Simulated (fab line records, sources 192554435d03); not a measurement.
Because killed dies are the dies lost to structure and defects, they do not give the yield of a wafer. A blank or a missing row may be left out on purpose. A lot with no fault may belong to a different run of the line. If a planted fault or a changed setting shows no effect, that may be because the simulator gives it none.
What tool caused it?	flow n5-finfet	Sampling: 12 lots, 36 wafers, 2 of 1938 route steps

## WHAT THE GAUGES READ, wafer by wafer
N5_BEOL_M14_THK_MEAS_01.
lot	measured	on	M14_ILD_THK (nm)
L076	day 11 06:31	film-metro-02	1111 1114 1125
L077	day 11 16:52	film-metro-01	1124 1102 1127
L079	day 12 09:01	film-metro-02	1121 1135 1137
L080	day 12 12:34	film-metro-02	1101 1126 1136
L083	day 12 18:43	film-metro-02	1116 1122 1145
L085	day 13 10:14	film-metro-01	1125 1130 1131
L087	day 14 11:58	film-metro-01	1107 1128 1104
L088	day 14 17:49	film-metro-02	1105 1107 1117
L091	day 15 09:32	film-metro-02	1125 1121 1117
L093	day 15 21:21	film-metro-01	1114 1114 1121
L095	day 16 06:41	film-metro-01	1131 1135 1143
L097	day 16 20:52	film-metro-01	1135 1109 1148

## WHAT TOOL EACH LOT RAN ON (gives the tool, then ch and the chambers of the sampled wafers, and finally the start)
lot	N5_BEOL_M13_PRE_CLEAN_42
L076	pvd-sputter-02, day 11 05:04
L077	pvd-sputter-02, day 11 15:23
L079	pvd-sputter-03, day 12 07:31
L080	pvd-sputter-02, day 12 10:32
L083	pvd-sputter-03, day 12 17:10
L085	pvd-sputter-03, day 13 08:45
L087	pvd-sputter-03, day 14 10:30
L088	pvd-sputter-01, day 14 15:14
L091	pvd-sputter-02, day 15 08:05
L093	pvd-sputter-03, day 15 18:55
L095	pvd-sputter-03, day 16 05:14
L097	pvd-sputter-01, day 16 18:47
- N5_BEOL_M13_PRE_CLEAN_42: time 30 s.

## THE ANSWER, worked out from the rows above alone
Rule: usual is defined by the lots themselves. The widest of any qualifying gaps counts: lots, ordered by their means at a reading, are off when they make up no more than a third of the lots, leave a main group of 4 or more, and stand apart from it by 3 or more times the standard deviation of that group's means. Not used: any main group whose means are identical at the precision the tables above print for the reading. A lot without any number at a reading at which 4 lots or more have one is off too. Any other lot the step has rows for is counted as sound.
Nothing can be told from this: no lot is off at any reading shown.

## WHAT THE SIMULATOR HAD PUT IN
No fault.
